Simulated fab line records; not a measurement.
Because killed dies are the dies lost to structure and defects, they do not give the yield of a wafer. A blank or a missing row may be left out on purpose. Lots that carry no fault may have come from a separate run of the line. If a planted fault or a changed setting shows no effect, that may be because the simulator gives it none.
What tool caused it? -- flow nandHarc -- 45 wafers from 15 lots sampled at 4 of the route's 1302 steps

== WHAT THE GAUGES SHOWED, per wafer ==
Not one reading of a measure or inspect step in the record can be checked against a usual standard deviation.

== EACH LOT AND THE TOOL THAT RAN IT (in order: tool; ch and the chambers of the sampled wafers; start) ==
lot,NHARC_P_GATE_STRIP_101,NHARC_P_GATE_PEB_89,NHARC_P_GATE_DESCUM_93,NHARC_P_GATE_STRIP_113
L969,"rieDiel-10 ch 0,1,2, day 6 01:42","lithoTrack-02 ch 0, day 6 05:46","rieDiel-05 ch 0,1,3, day 6 06:02","plasmaAsher-02 ch 0,1, day 6 06:23"
L968,"rieDiel-05 ch 2,3, day 6 02:25","lithoTrack-07 ch 0, day 6 06:38","rieDiel-10 ch 1,2, day 6 06:53","plasmaAsher-01 ch 0,1, day 6 07:16"
L976,"rieDiel-10 ch 1,2, day 9 05:35","lithoTrack-02 ch 0, day 9 09:40","rieDiel-08 ch 0,1, day 9 09:54","plasmaAsher-02 ch 0, day 9 10:23"
L977,"rieDiel-08 ch 0,1,3, day 9 17:17","lithoTrack-07, day 9 21:36","rieDiel-10 ch 2,3, day 9 21:52","plasmaAsher-02 ch 0,1, day 9 22:13"
L978,"rieDiel-05 ch 2,3, day 10 06:14","lithoTrack-05, day 10 10:42","rieDiel-05 ch 0,1,2, day 10 10:56","plasmaAsher-02 ch 0, day 10 11:26"
L979,"rieDiel-08 ch 1,2,3, day 10 12:04","lithoTrack-07, day 10 16:06","rieDiel-10 ch 0,1,3, day 10 16:22","plasmaAsher-01 ch 0,1, day 10 16:52"
L982,"rieDiel-05 ch 1,2,3, day 11 10:56","lithoTrack-02 ch 0, day 11 15:16","rieDiel-08 ch 0,1,2, day 11 15:31","plasmaAsher-01 ch 0,1, day 11 15:54"
L981,"rieDiel-08 ch 0,1,3, day 11 11:13","lithoTrack-05 ch 0, day 11 15:37","rieDiel-05 ch 0,2,3, day 11 15:52","plasmaAsher-01 ch 0,1, day 11 16:49"
L983,"rieDiel-08 ch 1,2,3, day 12 05:23","lithoTrack-07 ch 0, day 12 09:35","rieDiel-10 ch 1,2,3, day 12 09:51","plasmaAsher-02 ch 0,1, day 12 10:19"
L984,"rieDiel-10 ch 0,2,3, day 12 19:54","lithoTrack-02 ch 0, day 12 23:57","rieDiel-10 ch 0,3, day 13 00:13","plasmaAsher-02 ch 0,1, day 13 00:35"
L985,"rieDiel-08 ch 0,2,3, day 13 00:26","lithoTrack-07 ch 0, day 13 04:30","rieDiel-10 ch 0,3, day 13 04:46","plasmaAsher-01 ch 0,1, day 13 05:14"
L986,"rieDiel-05 ch 0,1,2, day 13 13:43","lithoTrack-07 ch 0, day 13 17:50","rieDiel-10 ch 0,1,2, day 13 18:05","plasmaAsher-01 ch 0,1, day 13 18:27"
L987,"rieDiel-05 ch 0,1,2, day 13 18:46","lithoTrack-07 ch 0, day 13 23:04","rieDiel-08 ch 0,2,3, day 13 23:20","plasmaAsher-01 ch 0,1, day 13 23:41"
L989,"rieDiel-05 ch 0,1,2, day 14 15:23","lithoTrack-07 ch 0, day 14 19:34","rieDiel-08 ch 0,3, day 14 19:49","plasmaAsher-01 ch 0, day 14 20:18"
L990,"rieDiel-05 ch 0,1,3, day 15 07:20","lithoTrack-07 ch 0, day 15 11:48","rieDiel-08 ch 1,2,3, day 15 12:05","plasmaAsher-02 ch 0,1, day 15 12:42"
- NHARC_P_GATE_STRIP_101: strips in O2, time 20 s.
- NHARC_P_GATE_PEB_89: peb time 85 s.
- NHARC_P_GATE_DESCUM_93: chemistry O2, time 3 s.
- NHARC_P_GATE_STRIP_113: strips in N2/H2, time 740 s.

== AS READ BY THE TOOLS THEMSELVES (means over the sampled wafers that have a number; for cases with no such wafer, the mark the record gives instead) ==
NHARC_P_GATE_STRIP_101. Usual: drypumpMotorCurrentA 5.6 A, standard deviation 0.47; oesProductAu 0.999 a.u., standard deviation 0.0076; rfVppV 58.2 V, standard deviation 0.9; showerheadPlenumPTorr 3.64 Torr, standard deviation 0.13; throttleValvePct 17.037 %, standard deviation 0.009.
lot,tool,drypumpMotorCurrentA (A),oesProductAu (a.u.),rfVppV (V),showerheadPlenumPTorr (Torr),throttleValvePct (%),flag
L969,rieDiel-10,5.8,1.005,57.8,3.53,17.043,
L968,rieDiel-05,6.0,0.991,58.7,3.75,17.035,
L976,rieDiel-10,5.1,1.001,59.0,3.62,17.027,
L977,rieDiel-08,5.5,0.998,58.4,3.53,17.045,
L978,rieDiel-05,5.9,1.001,57.6,3.76,17.042,
L979,rieDiel-08,5.8,0.991,58.3,3.62,17.032,
L982,rieDiel-05,5.7,0.998,58.8,3.76,17.041,
L981,rieDiel-08,5.5,1.002,58.3,3.53,17.033,
L983,rieDiel-08,5.8,0.997,57.9,3.62,17.040,
L984,rieDiel-10,5.7,1.000,57.9,3.68,17.042,
L985,rieDiel-08,5.4,1.004,58.3,3.57,17.038,
L986,rieDiel-05,5.6,1.005,58.9,3.70,17.031,
L987,rieDiel-05,5.6,1.001,59.2,3.70,17.042,
L989,rieDiel-05,5.6,1.002,58.0,3.70,17.027,
L990,rieDiel-05,5.8,0.997,58.2,3.68,17.034,

NHARC_P_GATE_PEB_89. Usual: chillPlateTempC 23.00 C, standard deviation 0.11; exhaustPa 45.0 Pa, standard deviation 0.89.
lot,tool,chillPlateTempC (C),exhaustPa (Pa),flag
L969,lithoTrack-02,23.04,45.0,
L968,lithoTrack-07,23.05,45.1,
L976,lithoTrack-02,22.94,45.2,
L977,lithoTrack-07,-,-,OFF
L978,lithoTrack-05,-,-,OFF
L979,lithoTrack-07,-,-,OFF
L982,lithoTrack-02,22.84,44.7,
L981,lithoTrack-05,22.94,45.5,
L983,lithoTrack-07,22.99,44.1,
L984,lithoTrack-02,23.16,45.2,
L985,lithoTrack-07,22.95,45.3,
L986,lithoTrack-07,22.88,45.5,
L987,lithoTrack-07,23.14,45.0,
L989,lithoTrack-07,23.07,45.0,
L990,lithoTrack-07,23.05,44.3,

NHARC_P_GATE_DESCUM_93. Usual: drypumpMotorCurrentA 5.6 A, standard deviation 0.56; oesProductAu 0.999 a.u., standard deviation 0.0099; rfVppV 58.0 V, standard deviation 0.93; showerheadPlenumPTorr 1.96 Torr, standard deviation 0.088; throttleValvePct 11.310 %, standard deviation 0.0089.
lot,tool,drypumpMotorCurrentA (A),oesProductAu (a.u.),rfVppV (V),showerheadPlenumPTorr (Torr),throttleValvePct (%),flag
L969,rieDiel-05,5.7,1.005,58.4,2.00,11.306,
L968,rieDiel-10,5.1,1.003,57.8,1.97,11.311,
L976,rieDiel-08,5.4,1.002,57.7,1.89,11.312,
L977,rieDiel-10,5.1,0.994,58.4,2.05,11.313,
L978,rieDiel-05,5.6,1.003,57.4,2.01,11.322,
L979,rieDiel-10,5.8,1.001,57.6,1.92,11.309,
L982,rieDiel-08,5.7,0.995,57.3,1.93,11.316,
L981,rieDiel-05,5.9,0.998,58.0,2.00,11.304,
L983,rieDiel-10,5.2,0.993,58.3,1.97,11.301,
L984,rieDiel-10,6.2,1.011,57.9,1.94,11.311,
L985,rieDiel-10,5.7,1.006,58.9,2.00,11.304,
L986,rieDiel-10,5.7,1.002,58.8,1.91,11.312,
L987,rieDiel-08,5.4,0.997,57.7,1.94,11.307,
L989,rieDiel-08,5.2,0.998,57.9,1.91,11.308,
L990,rieDiel-08,5.7,0.993,57.4,1.96,11.306,

NHARC_P_GATE_STRIP_113. Usual: drypumpMotorCurrentA 5.2 A, standard deviation 0.37; heaterPowerW 88 W, standard deviation 4.1.
lot,tool,drypumpMotorCurrentA (A),heaterPowerW (W),flag
L969,plasmaAsher-02,5.6,91,
L968,plasmaAsher-01,5.0,83,
L976,plasmaAsher-02,5.9,89,
L977,plasmaAsher-02,5.6,91,
L978,plasmaAsher-02,5.9,88,
L979,plasmaAsher-01,5.0,86,
L982,plasmaAsher-01,5.0,86,
L981,plasmaAsher-01,5.0,88,
L983,plasmaAsher-02,5.6,93,
L984,plasmaAsher-02,5.6,92,
L985,plasmaAsher-01,5.0,87,
L986,plasmaAsher-01,5.0,88,
L987,plasmaAsher-01,5.0,85,
L989,plasmaAsher-01,4.9,87,
L990,plasmaAsher-02,5.6,92,

== THE ANSWER, worked out from the rows above alone ==
Rule: take the mean of a lot's wafers that have a number; if it is more than 3 standard deviations from the usual mean, the lot is off. A lot without any number at a reading at which 4 lots or more have one is off too. All remaining lots with rows at the step are treated as sound. First the gauges in route order, then the tools' own readings, where a lot's mean is used as printed above. At the first step where some lot is off, the reading lying furthest off is the one used; lots without a number count as furthest.
Off at NHARC_P_GATE_PEB_89 (chillPlateTempC): L977, L978, L979. Without a number there: L977, L978, L979.
A tool fits if, at that step or a process step before it, it ran every lot that is off, and no sound lot after the first of them. Not one of the candidates tried fits.

== WHAT THE SIMULATOR PUT IN ==
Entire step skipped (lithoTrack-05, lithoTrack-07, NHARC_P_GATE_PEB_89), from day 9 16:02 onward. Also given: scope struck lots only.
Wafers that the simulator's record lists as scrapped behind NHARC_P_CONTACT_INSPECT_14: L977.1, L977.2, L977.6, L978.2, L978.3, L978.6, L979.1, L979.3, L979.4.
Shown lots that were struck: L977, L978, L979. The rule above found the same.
